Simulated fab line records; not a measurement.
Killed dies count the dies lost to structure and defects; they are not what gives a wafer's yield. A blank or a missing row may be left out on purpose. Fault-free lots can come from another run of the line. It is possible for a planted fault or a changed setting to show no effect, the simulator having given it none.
The tool behind it: which one? -- flow nand harc -- 39 wafers from 13 lots sampled at 6 of the route's 1159 steps

WHAT EACH GAUGE READ, for each wafer
NHARC_P_ZERO_WELL_INSPECT_43. Usual: raw defect count 13, standard deviation 5.6.
lot,measured,on,raw defect count,flag
L509,day 2 01:35,defect inspect-01,15 21 11,
L511,day 2 13:21,defect inspect-02,11 16 13,
L512,day 2 19:50,defect inspect-02,10 12 13,
L513,day 3 01:49,defect inspect-01,9 12 9,
L516,day 3 19:26,defect inspect-02,4 12 12,
L519,day 4 13:35,defect inspect-02,18 11 21,
L520,day 4 19:37,defect inspect-02,8 13 13,
L526,day 6 07:33,defect inspect-01,21 600 577,OFF
L527,day 6 13:36,defect inspect-01,569 13 7,OFF
L528,day 6 19:52,defect inspect-01,14 26 19,
L529,day 7 01:25,defect inspect-01,26 20 16,
L530,day 7 07:40,defect inspect-02,17 19 12,
L531,day 7 13:52,defect inspect-01,12 21 21,

NHARC_P_STI_OVL_MEAS_10. Usual: overlay x nm 0 nm, standard deviation 7; overlay y nm 1 nm, standard deviation 5.1.
lot,measured,on,overlay x nm (nm),overlay y nm (nm),flag
L509,day 2 19:04,overlay-01,2 1 2,4 4 5,
L511,day 3 07:06,overlay-02,-5 -5 -4,4 4 3,
L512,day 3 11:09,overlay-02,3 3 3,-6 -5 -5,
L513,day 3 19:16,overlay-02,4 4 4,3 3 3,
L516,day 4 07:50,overlay-02,-5 -4 -4,1 2 1,
L519,day 5 04:57,overlay-02,4 3 4,0 0 0,
L520,day 5 11:48,overlay-02,-10 -10 -9,-2 -3 -2,
L526,day 6 23:07,overlay-01,-7 -7 -7,15 15 15,
L527,day 7 05:11,overlay-02,-5 -5 -5,6 5 6,
L528,day 7 11:17,overlay-01,8 8 8,6 6 6,
L529,day 7 19:59,overlay-01,10 10 11,4 4 4,
L530,day 7 19:50,overlay-02,-1 -2 -1,-9 -10 -11,
L531,day 8 07:24,overlay-01,0 0 0,-6 -6 -6,

NHARC_P_STI_OCD_MEAS_43. Usual: trench depth nm 302 nm, standard deviation 3.2; trench foot cd nm 157.8 nm, standard deviation 2.1.
lot,measured,on,trench depth nm (nm),trench foot cd nm (nm),flag
L509,day 2 20:19,ocd-02,302 304 302,158.0 154.5 157.9,
L511,day 3 08:19,ocd-01,302 295 301,158.1 156.1 159.1,
L512,day 3 12:21,ocd-01,300 300 303,154.4 155.6 158.7,
L513,day 3 20:35,ocd-01,307 299 305,157.0 160.9 160.2,
L516,day 4 09:10,ocd-01,303 303 302,160.1 155.2 155.1,
L519,day 5 06:09,ocd-02,302 302 298,159.2 159.1 157.0,
L520,day 5 13:02,ocd-02,304 298 304,155.0 154.8 156.8,
L526,day 7 00:19,ocd-02,300 304 304,154.9 159.5 159.1,
L527,day 7 06:26,ocd-01,303 302 305,160.0 158.6 158.1,
L528,day 7 12:31,ocd-02,297 302 297,158.7 159.6 157.5,
L529,day 7 21:17,ocd-02,304 299 303,158.4 157.0 155.1,
L530,day 7 21:02,ocd-01,301 296 299,156.5 158.4 159.2,
L531,day 8 08:37,ocd-01,301 301 304,159.0 159.4 158.8,

NHARC_END_SORT_01. Usual: killed at array 27, standard deviation 8; killed at other 0.8, standard deviation 1.2; killed at periphery 3.3, standard deviation 2.3; killed dies 31, standard deviation 8.8; killed open 3.2, standard deviation 2.1; killed short 2.1, standard deviation 1.4.
lot,measured,on,killed at array,killed at other,killed at periphery,killed dies,killed open,killed short,flag
L526,day 23 22:02,prober-02,27 32 31,0 0 0,7 62 64,34 94 95,1 8 2,3 3 1,OFF
L527,day 24 05:47,prober-02,32 25 28,0 0 0,53 4 6,85 29 34,4 2 2,3 0 1,OFF

EACH LOT AND THE TOOL THAT RAN IT (in order: tool; ch and the chambers of the sampled wafers; start)
lot,NHARC_P_ZERO_WELL_PECVD_02,NHARC_P_STI_DESCUM_14
L509,"pecvd-01 ch 0,2, day 1 18:26","rie diel-11 ch 1,2, day 2 19:16"
L511,"pecvd-01 ch 0,1,2, day 2 06:26","rie diel-03 ch 0,1, day 3 07:16"
L512,"pecvd-02 ch 0,1,2, day 2 12:44","rie diel-11 ch 0,1,2, day 3 11:20"
L513,"pecvd-02 ch 0,1,2, day 2 18:27","rie diel-11 ch 0,1,2, day 3 19:26"
L516,"pecvd-03 ch 0,1, day 3 12:31","rie diel-01 ch 3, day 4 08:01"
L519,"pecvd-03 ch 0,1, day 4 06:29","rie diel-01 ch 0,1,3, day 5 05:08"
L520,"pecvd-03 ch 0,1,2, day 4 12:29","rie diel-01 ch 0,2, day 5 11:59"
L526,"pecvd-01 ch 1,2, day 6 00:29","rie diel-03 ch 0,1,3, day 6 23:17"
L527,"pecvd-01 ch 0,1,2, day 6 06:26","rie diel-01 ch 1,3, day 7 05:22"
L528,"pecvd-03 ch 0,2, day 6 12:33","rie diel-11 ch 1,2,3, day 7 11:27"
L529,"pecvd-03 ch 0,1,2, day 6 18:27","rie diel-03 ch 0,2,3, day 7 20:10"
L530,"pecvd-03 ch 0,1, day 7 00:32","rie diel-11 ch 0,3, day 7 20:00"
L531,"pecvd-03 ch 0,2, day 7 06:34","rie diel-03 ch 2,3, day 8 07:34"
- NHARC_P_ZERO_WELL_PECVD_02: deposits SiO2, target thk 10 nm.
- NHARC_P_STI_DESCUM_14: chemistry O2, time 3 s.

AS READ BY THE TOOLS THEMSELVES (means over the sampled wafers that have a number; for cases with no such wafer, the mark the record gives instead)
NHARC_P_STI_DESCUM_14. Usual: drypump motor current A 5.8 A, standard deviation 0.44; oes product au 0.998 a.u., standard deviation 0.0093; rf vpp V 57.8 V, standard deviation 0.88; showerhead plenum p Torr 1.92 Torr, standard deviation 0.068; throttle valve pct 11.311 %, standard deviation 0.0084.
lot,tool,drypump motor current A (A),oes product au (a.u.),rf vpp V (V),showerhead plenum p Torr (Torr),throttle valve pct (%),flag
L509,rie diel-11,6.2,1.010,58.3,1.99,11.304,
L511,rie diel-03,5.2,0.992,58.3,1.91,11.306,
L512,rie diel-11,6.2,1.005,58.2,1.97,11.313,
L513,rie diel-11,6.2,0.995,57.9,1.97,11.305,
L516,rie diel-01,6.5,0.990,57.5,1.87,11.306,
L519,rie diel-01,6.1,0.990,57.7,1.88,11.311,
L520,rie diel-01,5.9,1.007,58.2,1.86,11.311,
L526,rie diel-03,5.3,0.992,57.7,1.90,11.314,
L527,rie diel-01,6.0,0.992,57.4,1.87,11.309,
L528,rie diel-11,6.0,1.012,58.2,1.96,11.313,
L529,rie diel-03,5.4,0.991,58.2,1.95,11.311,
L530,rie diel-11,5.8,1.008,57.6,1.91,11.310,
L531,rie diel-03,5.6,0.984,57.3,1.95,11.305,

THE ANSWER, worked out from the rows above alone
Rule: a lot counts as off when the mean over its wafers that have a number is more than 3 standard deviations away from the usual mean. A lot without any number at a reading at which 4 lots or more have one is off too. The other lots that the step has rows for count as sound. After the gauges, taken in route order, come the tools' own readings; for these a lot's mean is taken, as printed above. At the first step where some lot is off, the reading lying furthest off is the one used; lots without a number count as furthest.
Off at NHARC_P_ZERO_WELL_INSPECT_43 (raw defect count): L526, L527.
A tool fits if, at a process step before that reading, it ran every lot that is off, and no sound lot after the first of them. Not tried: the gauges at NHARC_P_ZERO_WELL_INSPECT_43; whatever is off there is also off at NHARC_END_SORT_01, on other tools, and gauge error can't account for it. One fits: NHARC_P_ZERO_WELL_PECVD_02 on pecvd-01. Its last sound lot is L511 (day 2 06:26), its first lot that is off L526 (day 6 00:29): a fault that began between those two fits.

WHAT THE SIMULATOR HAD INSERTED
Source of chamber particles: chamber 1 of pecvd-01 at NHARC_P_ZERO_WELL_PECVD_02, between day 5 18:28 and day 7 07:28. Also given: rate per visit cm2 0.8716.
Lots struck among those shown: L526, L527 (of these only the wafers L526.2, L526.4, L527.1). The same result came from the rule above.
